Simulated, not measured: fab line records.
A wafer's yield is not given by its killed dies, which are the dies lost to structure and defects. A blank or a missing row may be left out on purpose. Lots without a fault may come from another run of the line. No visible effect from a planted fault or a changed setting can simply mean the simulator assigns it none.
Code-filled problem report in 8D (eight disciplines) form | flow nand harc | the parts of the form that need people (team, actions taken, sign-off) are left out

== 1. PROBLEM STATEMENT ==
Wafers with no fault read 94.4 s with a standard deviation of 0.32, whereas run length s at NHARC_P_M1_ETCH_28 reads a mean of 77.7 s on 1 wafer of 1 lot. That is -52 standard deviations from the usual mean.
The step: etches the open film in CF4/N2, target depth 30 nm, time 72.99 s.
First seen on wafer L198.1, day 9 10:55, on rie diel-10. The record holds 33 wafers of 11 lots with a number at this step. Rule for "out", or "out of limits": more than 4 standard deviations from the usual mean. The rest of the wafers with a number are treated as sound.

== 2. WHAT IT IS, AND WHAT IT ISN'T ==
question                    | is               | is not
which readings at this step | run length s     | drypump motor current A, oes product au, rf vpp V, showerhead plenum p Torr, throttle valve pct
which lots                  | L198             | L188, L191, L192, L196, L201, L202, L205, L206, L209, L210
which wafers of those lots  | L198.1           | L198.2, L198.4
read on which tools         | rie diel-10      | rie diel-07, rie diel-12
when                        | from day 9 10:55 | up to then (17 sound wafers); but 15 sound wafers of L202, L205, L206, L209, L210 came after

== 3. SUSPECTS, AND WHAT RULES EACH OUT ==
Counting: a tool at a process step up to the reading stays a suspect if it ran every lot that is out. Sound lots after the first of them don't rule it out here, since some wafers of a struck lot are sound.
- rie diel-05 at NHARC_P_CONTACT_STRIP_28 (strips in O2): kept. The lot that is out, L198, ran on it at day 9 02:51; the last sound lot it ran before that was L201, at day 9 01:45.
- cmp-01 at NHARC_P_CONTACT_CMP_24 (polishes, t overpolish 30 s, target thk 200 nm): kept. The lot that is out, L198, ran on it at day 9 04:37; the last sound lot it ran before that was L192, at day 7 04:14.
- rie diel-10 at NHARC_P_M1_ETCH_28 (etches the open film in CF4/N2, target depth 30 nm, time 72.99 s): kept. The lot that is out, L198, ran on it at day 9 10:55; the last sound lot it ran before that was L192, at day 7 10:37. Its own readings are out on those wafers: run length s.
- At NHARC_P_CONTACT_STRIP_28, inside rie diel-05: chamber 2 took the wafers that are out, while their sound lot-mates went through chambers 0, 3.
- At NHARC_P_CONTACT_CMP_24, inside cmp-01: chamber 3 took the wafers that are out, while their sound lot-mates went through chambers 1, 2.
- At NHARC_P_M1_ETCH_28, inside rie diel-10: chamber 0 took the wafers that are out, while their sound lot-mates went through chambers 1, 2.
Left after counting: rie diel-05 at NHARC_P_CONTACT_STRIP_28, cmp-01 at NHARC_P_CONTACT_CMP_24, rie diel-10 at NHARC_P_M1_ETCH_28.

== 4. THE CAUSE (what the simulator had put in) ==
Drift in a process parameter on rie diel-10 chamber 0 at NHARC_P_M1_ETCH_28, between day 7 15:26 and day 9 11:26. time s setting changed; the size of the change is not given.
Counting left 3 suspects, and this tool is among them.

== 5. THE CHAIN OF EFFECTS, in route order ==
Each row: a reading whose mean over the struck wafers that have a number lies more than 3 standard deviations from the usual. Only readings whose record carries a usual standard deviation are examined. hours: median over the lots of the time between each lot's start at the first step of this table that gives one and its start at this step. sigmas: the change, counted in usual standard deviations.
hours | step               | reading      | usual  | on struck wafers | change | sigmas
0     | NHARC_P_M1_ETCH_28 | run length s | 94.4 s | 77.7             | -16.7  | -52
Its process steps:
- NHARC_P_M1_ETCH_28: etches the open film in CF4/N2, target depth 30 nm, time 72.99 s.
Readings that are blank on the struck wafers while sound wafers have them: rf fwd power W at NHARC_P_M1_ETCH_28.

== 6. HOW IT WOULD HAVE BEEN CAUGHT EARLIER ==
First out-of-limits reading in this record: day 9 10:55, which is 43 hours after fault onset at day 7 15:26.
